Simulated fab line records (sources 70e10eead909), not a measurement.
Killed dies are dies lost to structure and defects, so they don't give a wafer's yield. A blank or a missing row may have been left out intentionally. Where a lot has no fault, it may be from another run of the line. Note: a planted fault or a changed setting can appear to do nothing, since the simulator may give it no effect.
Chamber matching -- flow nand harc -- rie diel-12 running NHARC_A_BLC_STRIP_29: 4 sister chambers
The step strips in CF4. 4 wafers are shown with their chamber, then 10 later ones without.

EACH WAFER AND ITS CHAMBER
wafer,chamber,showerhead plenum p Torr (Torr)
L083.6,0,1.84
L084.6,3,1.65
L087.6,1,1.74
L086.5,2,1.80

WAFERS WITH NO CHAMBER GIVEN
wafer,showerhead plenum p Torr (Torr)
L086.6,1.65
L091.3,1.80
L091.4,1.65
L091.6,1.74
L092.1,1.65
L092.4,1.80
L092.5,1.65
L097.2,1.73
L097.4,1.80
L097.6,1.80

THE CHAMBER EACH PASSED THROUGH
wafer,from the rows above,in truth
L086.6,3,3
L091.3,2,2
L091.4,3,3
L091.6,1,1
L092.1,3,3
L092.4,2,2
L092.5,3,3
L097.2,1,1
L097.4,2,2
L097.6,2,2
10 of 10 placed correctly. Number that these rows cannot place: 0. Placed wrongly: 0.
How it was worked out, from the rows above alone: a wafer's distance from a chamber is the root of the sum, over the readings, of the square of ((its reading less the chamber's mean) divided by the reading's scatter). If the next closest chamber is less than 2 further off than the closest, the wafer can't be placed; otherwise it belongs to the closest. Each chamber's mean is taken over the wafers shown for it. The scatter (one wafer shown for each chamber): square how far every hidden wafer sits from the nearest shown wafer, average those squares and take the square root.
